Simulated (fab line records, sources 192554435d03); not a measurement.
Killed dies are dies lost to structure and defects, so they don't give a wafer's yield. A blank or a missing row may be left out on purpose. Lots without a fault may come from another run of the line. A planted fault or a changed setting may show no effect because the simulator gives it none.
Chamber matching | flow n5_finfet | N5_BEOL_M7_DESCUM_16 on rie_diel-06: 3 sister chambers
The step chemistry O2, time 7.9 s. 3 wafers are shown with their chamber, then 5 later ones without.

WAFERS WITH THEIR CHAMBER
wafer  | chamber | throttle_valve_pct (%)
L086.5 | 2       | 20.12
L091.2 | 3       | 20.64
L091.4 | 0       | 20.79

WAFERS WITHOUT THEIR CHAMBER
wafer  | throttle_valve_pct (%)
L090.5 | 20.14
L090.6 | 20.64
L093.4 | 20.64
L093.5 | 20.81
L094.6 | 20.82

WHICH CHAMBER EACH WENT THROUGH
wafer  | from the rows above | in truth
L090.5 | 2                   | 2
L090.6 | 3                   | 3
L093.4 | 3                   | 3
L093.5 | 0                   | 0
L094.6 | 0                   | 0
Placed correctly: 5 of 5. Can't be placed from these rows: 0. Placed wrongly: 0.
How it was worked out, from the rows above alone: a wafer's distance from a chamber is the root of the sum, over the readings, of the square of ((its reading less the chamber's mean) divided by the reading's scatter). The wafer belongs to the nearest chamber; if the next one is less than 2 further off, it can't be placed. A chamber's mean is the mean of its shown wafers. The scatter: with one shown wafer a chamber, the root of the mean of the squares of how far each hidden wafer lies from its nearest shown one.
